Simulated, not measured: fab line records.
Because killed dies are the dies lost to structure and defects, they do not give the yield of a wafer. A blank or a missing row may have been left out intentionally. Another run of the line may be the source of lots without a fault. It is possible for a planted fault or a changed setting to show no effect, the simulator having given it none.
Chamber matching | flow n5_finfet | N5_BEOL_M15_DESCUM_33 on rie_diel-01: 4 sister chambers
The step chemistry O2, time 7.9 s. 14 wafers are shown with their chamber, then 7 later ones without.

== EACH WAFER AND ITS CHAMBER ==
wafer  | chamber | throttle_valve_pct (%) | drypump_motor_current_A (A) | showerhead_plenum_p_Torr (Torr)
L074.3 | 0       | 20.09                  | 5.9                         | 2.12
L074.4 | 3       | 20.13                  | 5.3                         | 2.06
L074.5 | 1       | 20.87                  | 5.7                         | 2.07
L076.2 | 2       | 19.96                  | 5.4                         | 2.03
L076.3 | 1       | 20.87                  | 5.8                         | 2.06
L076.4 | 3       | 20.14                  | 5.3                         | 2.05
L078.1 | 0       | 20.11                  | 5.9                         | 2.11
L078.2 | 2       | 19.95                  | 5.4                         | 2.03
L078.5 | 3       | 20.15                  | 5.3                         | 2.05
L081.1 | 1       | 20.91                  | 5.7                         | 2.06
L081.3 | 2       | 19.98                  | 5.4                         | 2.03
L081.6 | 2       | 19.98                  | 5.4                         | 2.03
L086.4 | 3       | 20.18                  | 5.3                         | 2.05
L086.5 | 0       | 20.13                  | 5.9                         | 2.11

SIGNATURES (means of the wafers above)
reading                  | chamber 0 | chamber 1 | chamber 2 | chamber 3 | scatter within a chamber
throttle_valve_pct       | 20.1100   | 20.8833   | 19.9675   | 20.1500   | 0.0199
drypump_motor_current_A  | 5.900     | 5.733     | 5.400     | 5.300     | 0.0258
showerhead_plenum_p_Torr | 2.1133    | 2.0633    | 2.0300    | 2.0525    | 0.00456
Rule: distance of a wafer from a chamber = root of the sum over the readings of ((wafer's reading minus chamber's mean) / reading's scatter) squared. If the next closest chamber is less than 2 further off than the closest, the wafer can't be placed; otherwise it belongs to the closest. The scatter is the square root of a quotient: the sum, over the shown wafers, of each reading's squared deviation from its chamber's mean, divided by wafers minus chambers.

== WAFERS WHOSE CHAMBER IS MISSING ==
wafer  | throttle_valve_pct (%) | drypump_motor_current_A (A) | showerhead_plenum_p_Torr (Torr)
L086.6 | 19.98                  | 5.4                         | 2.02
L087.1 | 19.98                  | 5.4                         | 2.02
L087.2 | 20.47                  | 5.8                         | 2.06
L087.5 | 19.98                  | 5.4                         | 2.02
L095.2 | 20.21                  | 5.3                         | 2.04
L095.3 | 20.16                  | 5.9                         | 2.10
L095.5 | 20.01                  | 5.3                         | 2.02

== WHICH CHAMBER EACH WENT THROUGH ==
wafer  | from the rows above     | in truth
L086.6 | 2                       | 2
L087.1 | 2                       | 2
L087.2 | can't be placed: 1 or 0 | 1
L087.5 | 2                       | 2
L095.2 | 3                       | 3
L095.3 | 0                       | 0
L095.5 | 2                       | 2
Placed correctly: 6 of 7. Unplaceable from these rows: 1, with the true chamber sitting among the candidates in 1. 0 placed wrongly.
